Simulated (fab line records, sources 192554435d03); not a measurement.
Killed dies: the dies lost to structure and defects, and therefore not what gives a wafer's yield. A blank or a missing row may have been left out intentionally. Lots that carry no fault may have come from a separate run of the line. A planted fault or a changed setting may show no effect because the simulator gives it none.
Which tool did it? + flow n5-finfet + 27 wafers from 9 lots sampled at 6 of the route's 1938 steps

## WHAT THE GAUGES READ, wafer by wafer
N5_WELL_APT_INSPECT_10: inspects for defects (macro).
| lot  | measured    | on                | raw-defect-count |
|------|-------------|-------------------|------------------|
| L556 | day 2 01:40 | defect-inspect-02 | 2 0 2            |
| L558 | day 2 14:06 | defect-inspect-01 | 2 4 2            |
| L560 | day 3 01:55 | defect-inspect-01 | 2 1 3            |
| L563 | day 3 19:52 | defect-inspect-01 | 1 2 1            |
| L567 | day 4 20:11 | defect-inspect-01 | 3 3 0            |
| L568 | day 5 02:03 | defect-inspect-01 | 1 2 4            |
| L573 | day 6 07:47 | defect-inspect-01 | 2 1 0            |
| L574 | day 6 13:52 | defect-inspect-01 | 3 2 0            |
| L577 | day 7 07:46 | defect-inspect-01 | 3 2 0            |

N5_PMOS_HMC_CHANNEL_EPI_OVL_MEAS_10.
| lot  | measured    | on         | PMOS_HMC_BLK_OVL (nm) |
|------|-------------|------------|-----------------------|
| L556 | day 2 05:04 | overlay-01 | -0.5 -1.1 0.0         |
| L558 | day 2 17:34 | overlay-02 | 0.5 -1.4 -0.7         |
| L560 | day 3 05:12 | overlay-01 | 0.7 0.9 0.9           |
| L563 | day 3 23:29 | overlay-02 | -0.6 0.3 -1.3         |
| L567 | day 4 23:28 | overlay-02 | -1.8 -0.5 -1.2        |
| L568 | day 5 05:53 | overlay-02 | -0.4 0.4 -0.6         |
| L573 | day 6 11:10 | overlay-02 | 0.4 0.3 -0.1          |
| L574 | day 6 17:34 | overlay-01 | 0.3 -0.2 0.2          |
| L577 | day 7 11:31 | overlay-02 | 1.0 0.6 1.3           |

N5_PMOS_HMC_CHANNEL_EPI_THK_MEAS_22.
| lot  | measured    | on            | HMC_CMP_THK (nm) |
|------|-------------|---------------|------------------|
| L556 | day 2 07:59 | film-metro-02 | 54.4 54.5 54.4   |
| L558 | day 2 20:53 | film-metro-01 | 54.8 54.3 53.9   |
| L560 | day 3 08:01 | film-metro-02 | 54.5 55.3 54.5   |
| L563 | day 4 02:12 | film-metro-01 | 54.1 53.7 54.3   |
| L567 | day 5 02:01 | film-metro-02 | 45.6 45.5 45.5   |
| L568 | day 5 08:59 | film-metro-01 | 45.5 46.4 46.2   |
| L573 | day 6 13:53 | film-metro-02 | 54.2 53.7 53.5   |
| L574 | day 6 20:08 | film-metro-02 | 53.6 54.1 53.4   |
| L577 | day 7 13:50 | film-metro-01 | 52.0 52.2 52.6   |

N5_BEOL_M4_RC_MEAS_101.
| lot  | measured     | on        | CJ_P           | DIBL_N (mV/V)  | DIBL_P (mV/V)  | IOFF_N (nA/um) | IOFF_P (nA/um) | ION_N (uA/um) | ION_P (uA/um) | SS_N (mV/dec)  | SS_P (mV/dec)  | VT_N (mV)   | VT_P (mV)      |
|------|--------------|-----------|----------------|----------------|----------------|----------------|----------------|---------------|---------------|----------------|----------------|-------------|----------------|
| L556 | day 9 17:16  | prober-01 | 5.59 5.67 5.69 | 37.6 35.8 35.0 | 38.7 35.3 35.0 | 0.17 0.13 0.12 | 0.21 0.16 0.16 | 675 672 666   | 462 452 455   | 72.0 71.6 70.9 | 73.9 72.1 72.7 | 248 252 252 | -250 -256 -255 |
| L558 | day 10 02:59 | prober-01 | 5.75 5.74 5.89 | 36.7 36.5 37.5 | 36.5 36.4 37.5 | 0.17 0.16 0.18 | 0.22 0.20 0.22 | 675 664 682   | 470 455 469   | 71.0 71.4 72.1 | 73.9 72.9 74.1 | 248 251 248 | -249 -251 -248 |
| L560 | day 10 15:55 | prober-01 | 5.67 5.46 5.62 | 35.5 35.7 34.7 | 36.4 36.0 34.5 | 0.16 0.15 0.13 | 0.22 0.21 0.18 | 679 668 663   | 465 457 451   | 71.4 71.8 71.7 | 73.5 72.9 73.5 | 248 251 253 | -251 -248 -250 |
| L563 | day 11 17:00 | prober-02 | 5.76 5.85 5.82 | 35.4 37.9 36.7 | 35.7 38.7 37.3 | 0.15 0.21 0.18 | 0.18 0.23 0.20 | 665 697 674   | 457 468 454   | 71.2 71.7 71.2 | 72.8 74.1 73.0 | 251 246 249 | -254 -250 -251 |
| L567 | day 13 03:26 | prober-01 | 6.35 6.30 6.46 | 33.4 35.7 36.9 | 34.5 36.7 39.1 | 0.13 0.16 0.19 | 0.18 0.21 0.25 | 657 672 668   | 442 448 453   | 71.0 71.3 72.0 | 72.6 73.5 74.0 | 252 250 247 | -250 -250 -248 |
| L568 | day 13 12:34 | prober-02 | 6.35 6.32 6.37 | 35.9 38.0 36.0 | 34.5 38.0 35.3 | 0.14 0.19 0.15 | 0.18 0.23 0.19 | 661 675 661   | 442 456 448   | 72.3 71.3 71.9 | 73.1 73.3 73.3 | 251 246 251 | -250 -249 -250 |
| L573 | day 14 05:22 | prober-02 | 5.75 5.73 5.79 | 34.3 34.8 33.7 | 32.5 33.8 31.3 | 0.10 0.12 0.09 | 0.13 0.14 0.12 | 642 676 651   | 435 460 442   | 70.7 71.0 70.2 | 72.8 73.8 71.9 | 257 253 258 | -258 -256 -259 |
| L574 | day 14 09:46 | prober-01 | 5.68 5.81 5.74 | 34.4 35.5 38.4 | 34.3 36.6 40.4 | 0.15 0.17 0.24 | 0.21 0.25 0.32 | 678 699 690   | 465 479 468   | 71.0 72.3 72.9 | 72.0 73.0 74.0 | 246 247 243 | -247 -246 -243 |
| L577 | day 16 21:25 | prober-01 | 6.13 6.13 6.01 | 35.7 37.1 35.8 | 34.9 36.6 35.0 | 0.15 0.17 0.15 | 0.21 0.23 0.21 | 665 670 680   | 459 462 463   | 71.9 72.6 72.4 | 72.9 73.0 72.9 | 250 248 253 | -250 -248 -251 |

## WHICH TOOL RAN EACH LOT (tool, then ch and the chambers of the sampled wafers, then the start)
| lot  | N5_ZERO_LAYER_STRIP_24              | N5_PMOS_HMC_CHANNEL_EPI_FIN_RECESS_16 |
|------|-------------------------------------|---------------------------------------|
| L556 | plasma-asher-01 ch 0,1, day 2 00:58 | rie-si-05 ch 0,2,3, day 2 05:46       |
| L558 | plasma-asher-01 ch 0,1, day 2 13:22 | rie-si-03 ch 0,3, day 2 18:49         |
| L560 | plasma-asher-01 ch 0,1, day 3 01:05 | rie-si-04 ch 2,3, day 3 05:49         |
| L563 | plasma-asher-01 ch 0,1, day 3 19:01 | rie-si-05 ch 0,2, day 3 23:59         |
| L567 | plasma-asher-02 ch 0,1, day 4 19:21 | rie-si-05 ch 0,3, day 5 00:13         |
| L568 | plasma-asher-02 ch 0,1, day 5 01:21 | rie-si-05 ch 0,1,2, day 5 06:43       |
| L573 | plasma-asher-01 ch 0,1, day 6 07:03 | rie-si-03 ch 0,2,3, day 6 11:41       |
| L574 | plasma-asher-01 ch 0,1, day 6 13:02 | rie-si-03 ch 0,1,2, day 6 18:20       |
| L577 | plasma-asher-01 ch 0,1, day 7 07:02 | rie-si-04 ch 0,1, day 7 12:01         |
- N5_ZERO_LAYER_STRIP_24: strips in O2.
- N5_PMOS_HMC_CHANNEL_EPI_FIN_RECESS_16: chemistry HBr/Cl2, target Si, target depth 54 nm, time 18 s.

## AS READ BY THE TOOLS THEMSELVES (means over the sampled wafers that have a number; for cases with no such wafer, the mark the record gives instead)
N5_ZERO_LAYER_STRIP_24.
| lot  | tool            | chamber-pressure-mTorr (mTorr) | drypump-motor-current-A (A) | heater-power-w (W) | oes-product-au (a.u.) | strip-time-to-endpoint-s (s) |
|------|-----------------|--------------------------------|-----------------------------|--------------------|-----------------------|------------------------------|
| L556 | plasma-asher-01 | 999.1                          | 5.90                        | 322                | 0.650                 | 43.86                        |
| L558 | plasma-asher-01 | 1000.3                         | 5.89                        | 330                | 0.647                 | 43.80                        |
| L560 | plasma-asher-01 | 1000.5                         | 5.88                        | 339                | 0.648                 | 43.94                        |
| L563 | plasma-asher-01 | 1000.1                         | 5.89                        | 347                | 0.647                 | 43.99                        |
| L567 | plasma-asher-02 | 1001.5                         | 5.81                        | 289                | 0.651                 | 43.82                        |
| L568 | plasma-asher-02 | 1000.6                         | 5.80                        | 304                | 0.650                 | 43.97                        |
| L573 | plasma-asher-01 | 999.7                          | 5.91                        | 323                | 0.648                 | 43.89                        |
| L574 | plasma-asher-01 | 1000.1                         | 5.85                        | 343                | 0.645                 | 43.94                        |
| L577 | plasma-asher-01 | 1000.3                         | 5.89                        | 327                | 0.648                 | 43.79                        |

N5_PMOS_HMC_CHANNEL_EPI_FIN_RECESS_16.
| lot  | tool      | chamber-pressure-mTorr (mTorr) | drypump-motor-current-A (A) | oes-product-au (a.u.) | rf-fwd-power-W (W) | throttle-valve-pct (%) |
|------|-----------|--------------------------------|-----------------------------|-----------------------|--------------------|------------------------|
| L556 | rie-si-05 | 10.002                         | 6.2                         | 1.004                 | 795.5              | 35.42                  |
| L558 | rie-si-03 | 10.008                         | 6.1                         | 1.021                 | 794.0              | 35.22                  |
| L560 | rie-si-04 | 9.998                          | 5.5                         | 0.993                 | 798.6              | 35.44                  |
| L563 | rie-si-05 | 10.006                         | 6.2                         | 0.996                 | 793.1              | 35.45                  |
| L567 | rie-si-05 | 10.000                         | 6.4                         | 0.991                 | -                  | 35.57                  |
| L568 | rie-si-05 | 10.007                         | 5.9                         | 0.992                 | -                  | 35.39                  |
| L573 | rie-si-03 | 10.001                         | 6.0                         | 1.010                 | 798.7              | 35.19                  |
| L574 | rie-si-03 | 10.001                         | 5.8                         | 0.996                 | 795.7              | 35.31                  |
| L577 | rie-si-04 | 9.992                          | 5.8                         | 0.997                 | 794.4              | 35.94                  |

## THE ANSWER, worked out from the rows above alone
Rule: the lots themselves supply what counts as usual. The widest of any qualifying gaps counts: lots, ordered by their means at a reading, are off when they make up no more than a third of the lots, leave a main group of 4 or more, and stand apart from it by 3 or more times the standard deviation of that group's means. A main group whose means are all the same, to the digits that the tables above print for the reading, isn't used. A lot without any number at a reading at which 4 lots or more have one is off too. Any other lot the step has rows for is counted as sound. First the gauges in route order, then the tools' own readings, where a lot's mean is used as printed above. At the first step where some lot is off, the reading lying furthest off is the one used; lots without a number count as furthest.
Off: at N5_PMOS_HMC_CHANNEL_EPI_THK_MEAS_22 (HMC_CMP_THK), L567, L568. The main group has a mean of 53.9 nm with a standard deviation of 0.75.
If a tool, at a process step before that reading, ran all the lots that are off and no sound lot after the first of them, it fits. Not tried: the gauges at N5_PMOS_HMC_CHANNEL_EPI_THK_MEAS_22; whatever is off there is also off at N5_BEOL_M4_RC_MEAS_101, on other tools, and gauge error can't account for it. Undecided on this evidence; 2 tools fit (plasma-asher-02 at N5_ZERO_LAYER_STRIP_24, rie-si-05 at N5_PMOS_HMC_CHANNEL_EPI_FIN_RECESS_16).

## WHAT THE SIMULATOR PUT IN
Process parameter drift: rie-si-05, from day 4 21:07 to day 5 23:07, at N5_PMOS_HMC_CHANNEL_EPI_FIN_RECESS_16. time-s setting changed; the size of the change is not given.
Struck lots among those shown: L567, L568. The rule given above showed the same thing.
